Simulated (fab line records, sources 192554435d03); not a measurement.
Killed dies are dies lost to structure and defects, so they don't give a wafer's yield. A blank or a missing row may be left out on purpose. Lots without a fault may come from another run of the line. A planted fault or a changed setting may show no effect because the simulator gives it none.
A struck lot beside a sound one | flow n5_finfet | 25 steps out of a route of 1938
Sound: wafers L740.2, L740.3, L740.5. Struck: wafers L738.1, L738.2, L738.5. The cause comes at the end.
At each step with rows: each side's tool, then ch and its chambers, then its first start. Under that, the readings that differ: sound wafers | struck wafers | difference of the means | sigmas: that difference in standard deviations of wafers without a fault.
alike: readings whose means differ by less than 2 such deviations, and words and numbers that are the same on both sides. not compared: withheld readings, readings that some wafer has no value for, bounds like >300 that may hide the same value, and numbers for which the record gives no deviation and whose values overlap.
The two part at a step that has a row with sigmas, a row that says differs or no value, or rows on one side only. Numbers that don't overlap but have no deviation are shown without sigmas and don't part them. A reading that every wafer of one side lacks parts them only if that side has two wafers or more.

first, 9 steps without rows for these wafers: N5_BEOL_M4_EXPOSE_08 (exposes mask M4); N5_BEOL_M4_PEB_09 (peb time 60 s); N5_BEOL_M4_DEVELOP_10 (develop time 30 s); N5_BEOL_M4_DESCUM_16 (chemistry O2, time 7 s); N5_BEOL_M4_ETCH_74 (etches underlayer in N2/H2, target depth 6.5 nm, time 5.2 s); N5_BEOL_M4_ETCH_63 (etches SiARC in CF4, target depth 15.6 nm, time 26 s); N5_BEOL_M4_ETCH_64 (etches SOC in N2/H2, target depth 75 nm, overetch 22.5 nm, time 121.9 s); N5_BEOL_M4_STRIP_65 (strips in N2/H2); N5_BEOL_M4_STRIP_75 (strips in N2/H2).
N5_BEOL_M4_STRIP_66: strips in CF4.
  sound on rie_diel-02 ch 1,3, day 13 07:26; struck on rie_diel-04 ch 0,1,3, day 12 16:42
  alike: drypump_motor_current_A, oes_product_au, rf_vpp_V, showerhead_plenum_p_Torr, throttle_valve_pct
  not compared: rf_hours_counter_h
then, 11 steps without rows for these wafers: N5_BEOL_M4_HM_OPEN_17 (chemistry Cl2/BCl3, target TiN, target depth 20 nm, overetch 6 nm); N5_BEOL_M4_STRIP_19 (strips in O2); N5_BEOL_M4_COAT_67 (time 60 s, resist thk 60 nm); N5_BEOL_M4_COAT_68 (time 60 s, resist thk 12 nm); N5_BEOL_M4_COAT_76 (time 60 s, resist thk 5 nm); N5_BEOL_M4_COAT_22 (resist thk 30 nm); N5_BEOL_M4_EBR_24; N5_BEOL_M4_SOFTBAKE_23 (time 60 s); N5_BEOL_M4_EXPOSE_25 (exposes mask V3, defocus 5 nm); N5_BEOL_M4_PEB_26 (peb time 60 s); N5_BEOL_M4_DEVELOP_27 (develop time 30 s).
N5_BEOL_M4_INSPECT_30: inspects for defects (brightfield).
  sound on defect_inspect-01, day 13 08:19; struck on defect_inspect-01, day 12 17:22
  reading          | sound       | struck         | difference | sigmas
  raw_defect_count | 309 398 414 | 1422 1389 1685 | +1125      | +12
then, 1 step without rows for these wafers: N5_BEOL_M4_DESCUM_33 (chemistry O2, time 7 s).
N5_BEOL_M4_RC_MEAS_101:
  sound on prober-01 ch 0, day 13 15:30; struck on prober-01 ch 0, day 13 01:11
  alike: DIBL_N, DIBL_P, IOFF_N, IOFF_P, ION_N, ION_P, SS_N, SS_P, VT_N, VT_P
-- the record jumps here: 4 days lie between the struck wafers' starts before and after (it left off in module BEOL_M4 and takes up again in module PASSIVATION, whose first step shown is number 1936 of the route) --
N5_PASSIVATION_PROBE_49:
  the record has rows for the struck wafers here (prober-02, day 17 07:58) and none for the sound ones

WHERE THEY PART
First at N5_BEOL_M4_INSPECT_30; last, within this record, at N5_PASSIVATION_PROBE_49.

WHY: what the simulator had put in
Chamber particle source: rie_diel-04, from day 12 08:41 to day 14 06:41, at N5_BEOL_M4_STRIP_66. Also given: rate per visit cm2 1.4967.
